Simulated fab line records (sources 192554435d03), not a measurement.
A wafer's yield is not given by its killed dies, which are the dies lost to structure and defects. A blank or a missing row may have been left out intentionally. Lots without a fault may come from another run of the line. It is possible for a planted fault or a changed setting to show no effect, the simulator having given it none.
What tool caused it?	flow n5_finfet	28 wafers from 10 lots sampled at 6 of the route's 1938 steps

== WHAT THE GAUGES READ, wafer by wafer ==
N5_BEOL_M4_RC_MEAS_101. Usual: DIBL_N 35.4 mV/V, standard deviation 2.1; DIBL_P 34.8 mV/V, standard deviation 2.6; IOFF_N 0.15 nA/um, standard deviation 0.037; IOFF_P 0.19 nA/um, standard deviation 0.037; ION_N 677 uA/um, standard deviation 16; ION_P 462 uA/um, standard deviation 9.3; SS_N 71.4 mV/dec, standard deviation 0.75; SS_P 72.9 mV/dec, standard deviation 0.77; VT_N 250 mV, standard deviation 3.7; VT_P -251 mV, standard deviation 3.5.
lot	measured	on	DIBL_N (mV/V)	DIBL_P (mV/V)	IOFF_N (nA/um)	IOFF_P (nA/um)	ION_N (uA/um)	ION_P (uA/um)	SS_N (mV/dec)	SS_P (mV/dec)	VT_N (mV)	VT_P (mV)	flag
L132	day 8 15:54	prober-02	34.8 35.0 33.1	32.0 32.7 30.1	0.13 0.14 0.11	0.19 0.20 0.17	679 682 672	472 478 470	70.9 71.0 70.0	72.6 72.5 72.6	250 249 253	-248 -250 -251	
L134	day 9 06:27	prober-02	34.7 31.1 35.3	35.4 31.0 35.7	0.15 0.09 0.14	0.18 0.13 0.19	697 665 679	463 461 464	70.7 70.3 71.1	72.6 71.1 72.5	249 256 249	-256 -256 -252	
L135	day 9 08:56	prober-02	39.0 32.9 37.2	37.7 31.1 35.9	0.24 0.12 0.20	0.23 0.15 0.21	679 672 688	456 463 465	72.0 70.8 72.7	74.2 72.4 73.9	245 255 245	-248 -252 -248	
L138	day 10 10:59	prober-01	35.8 36.6 36.7	35.1 34.8 35.7	0.16 0.16 0.16	0.19 0.19 0.20	697 688 690	474 464 471	71.5 71.2 71.1	72.5 73.1 72.8	246 247 247	-249 -251 -250	
L142	day 11 11:31	prober-02	34.3 39.5 32.7	34.2 41.3 31.6	0.13 0.25 0.11	0.17 0.31 0.14	660 712 669	454 480 457	71.3 72.6 70.9	71.9 74.3 72.1	251 242 253	-253 -243 -254	
L145	day 11 15:41	prober-01	32.9 36.4	31.6 34.9	0.10 0.15	0.15 0.20	643 652	453 452	70.7 72.4	72.0 72.8	260 253	-253 -249	
L146	day 11 21:07	prober-02	33.9 38.2	33.0 37.5	0.12 0.18	0.15 0.20	668 656	460 450	71.0 72.4	72.4 73.2	252 252	-255 -254	
L148	day 12 05:58	prober-01	33.1 32.3 33.5	32.2 31.9 33.4	0.11 0.11 0.13	0.15 0.15 0.16	662 682 668	448 472 456	69.8 70.4 71.0	71.9 73.0 72.7	252 253 251	-255 -253 -251	
L152	day 13 15:49	prober-01	40.6 38.2 36.6	40.7 37.9 36.7	0.28 0.23 0.18	0.31 0.25 0.22	709 708 702	480 479 478	73.2 72.2 72.0	74.6 73.6 73.9	241 244 246	-246 -245 -247	
L154	day 14 14:02	prober-02	38.0 36.1 36.0	40.0 37.1 36.9	0.22 0.18 0.17	0.26 0.23 0.21	710 701 689	477 476 467	72.6 71.7 71.4	73.7 73.3 73.6	242 247 246	-247 -250 -250	

== WHICH TOOL RAN EACH LOT (tool, then ch and the chambers of the sampled wafers, then the start) ==
lot	N5_BEOL_M1_SPUTTER_86	N5_BEOL_M1_ANNEAL_91	N5_BEOL_M1_ECD_50	N5_BEOL_M1_CMP_52	N5_BEOL_M1_CO_CAP_55
L132	pvd_sputter-03, day 6 18:55	pvd_sputter-03, day 6 19:26	ecd_cu-02 ch 0,1, day 6 20:10	cmp-04 ch 0,2, day 6 20:31	cvd_co-02 ch 0,1,2, day 6 20:53
L134	pvd_sputter-02, day 7 07:44	pvd_sputter-02, day 7 08:15	ecd_cu-02 ch 0,1, day 7 08:57	cmp-04 ch 0,3, day 7 09:20	cvd_co-02 ch 0,1,2, day 7 09:42
L135	pvd_sputter-01, day 7 13:38	pvd_sputter-01, day 7 14:09	ecd_cu-02 ch 0,1, day 7 14:51	cmp-03 ch 0,3, day 7 15:16	cvd_co-02 ch 0,1,2, day 7 15:36
L138	pvd_sputter-03, day 8 12:51	pvd_sputter-03, day 8 13:22	ecd_cu-02 ch 0,1, day 8 14:04	cmp-02 ch 1,2,3, day 8 14:27	cvd_co-01 ch 0,2, day 8 14:50
L142	pvd_sputter-02, day 9 14:56	pvd_sputter-02, day 9 15:27	ecd_cu-02 ch 0,1, day 9 16:10	cmp-04 ch 0,2,3, day 9 16:36	cvd_co-02 ch 0,1,2, day 9 16:54
L145	pvd_sputter-03, day 10 05:34	pvd_sputter-03, day 10 06:05	ecd_cu-02 ch 0,1, day 10 06:48	cmp-02 ch 3, day 10 07:12	cvd_co-02 ch 0,1, day 10 07:32
L146	pvd_sputter-02, day 10 10:22	pvd_sputter-02, day 10 10:53	ecd_cu-02 ch 0,1, day 10 11:37	cmp-02 ch 0, day 10 11:58	cvd_co-02 ch 1,2, day 10 12:22
L148	pvd_sputter-01, day 10 15:32	pvd_sputter-01, day 10 16:03	ecd_cu-01 ch 0,1, day 10 16:45	cmp-04 ch 1,2, day 10 17:07	cvd_co-02 ch 1,2, day 10 17:30
L152	pvd_sputter-01, day 11 16:02	pvd_sputter-01, day 11 16:33	ecd_cu-01 ch 0,1, day 11 17:15	cmp-03 ch 0,1, day 11 17:37	cvd_co-01 ch 0,2, day 11 17:59
L154	pvd_sputter-02, day 12 07:02	pvd_sputter-02, day 12 07:33	ecd_cu-01 ch 0,1, day 12 08:15	cmp-02 ch 2,3, day 12 08:38	cvd_co-01 ch 0,2, day 12 09:01
- N5_BEOL_M1_SPUTTER_86: material Cu, target thk 4.5 nm, time 8.29 s.
- N5_BEOL_M1_ANNEAL_91: time 240 s.
- N5_BEOL_M1_ECD_50: material Cu, target thk 300 nm.
- N5_BEOL_M1_CMP_52: polishes, stops on SiOC, t overpolish 6.8 s, target thk 40 nm.
- N5_BEOL_M1_CO_CAP_55: material Co, precursor CCTBA/H2, target thk 2 nm, time 102.1 s.

== AS READ BY THE TOOLS THEMSELVES (means over the sampled wafers that have a number; for cases with no such wafer, the mark the record gives instead) ==
N5_BEOL_M1_SPUTTER_86. Usual: throttle_valve_pct 30.5 %, standard deviation 0.89.
lot	tool	throttle_valve_pct (%)	flag
L132	pvd_sputter-03	30.3	
L134	pvd_sputter-02	30.3	
L135	pvd_sputter-01	30.5	
L138	pvd_sputter-03	30.1	
L142	pvd_sputter-02	30.5	
L145	pvd_sputter-03	31.6	
L146	pvd_sputter-02	30.0	
L148	pvd_sputter-01	31.0	
L152	pvd_sputter-01	31.2	
L154	pvd_sputter-02	30.5	

N5_BEOL_M1_ANNEAL_91. Usual: heater_power_w 839 W, standard deviation 56.
lot	tool	heater_power_w (W)	flag
L132	pvd_sputter-03	865	
L134	pvd_sputter-02	808	
L135	pvd_sputter-01	900	
L138	pvd_sputter-03	860	
L142	pvd_sputter-02	832	
L145	pvd_sputter-03	842	
L146	pvd_sputter-02	832	
L148	pvd_sputter-01	846	
L152	pvd_sputter-01	820	
L154	pvd_sputter-02	877	

N5_BEOL_M1_CMP_52. Usual: motor_current_A 6.0 A, standard deviation 0.49; time_to_endpoint_s 63 s, standard deviation 4.5.
lot	tool	motor_current_A (A)	time_to_endpoint_s (s)	flag
L132	cmp-04	6.3	66	
L134	cmp-04	5.9	62	
L135	cmp-03	6.6	54	
L138	cmp-02	5.9	65	
L142	cmp-04	6.1	57	
L145	cmp-02	5.3	54	
L146	cmp-02	5.7	58	
L148	cmp-04	6.6	67	
L152	cmp-03	6.8	57	
L154	cmp-02	6.1	62	

N5_BEOL_M1_CO_CAP_55. Usual: heater_power_w 245 W, standard deviation 33.
lot	tool	heater_power_w (W)	flag
L132	cvd_co-02	244	
L134	cvd_co-02	247	
L135	cvd_co-02	242	
L138	cvd_co-01	268	
L142	cvd_co-02	242	
L145	cvd_co-02	250	
L146	cvd_co-02	268	
L148	cvd_co-02	277	
L152	cvd_co-01	255	
L154	cvd_co-01	251	

== THE ANSWER, worked out from the rows above alone ==
Rule: take the mean of a lot's wafers that have a number; if it is more than 3 standard deviations from the usual mean, the lot is off. Also off: a lot with no number at a reading for which 4 or more lots have one. Any other lot the step has rows for is counted as sound. Order of review: gauges by route order, followed by the tools' own readings, for which a lot's mean as printed above is used. At the first step where some lot is off, the reading lying furthest off is the one used; lots without a number count as furthest.
Nothing can be told from this: no lot is off at any reading shown.

== WHAT THE SIMULATOR HAD PUT IN ==
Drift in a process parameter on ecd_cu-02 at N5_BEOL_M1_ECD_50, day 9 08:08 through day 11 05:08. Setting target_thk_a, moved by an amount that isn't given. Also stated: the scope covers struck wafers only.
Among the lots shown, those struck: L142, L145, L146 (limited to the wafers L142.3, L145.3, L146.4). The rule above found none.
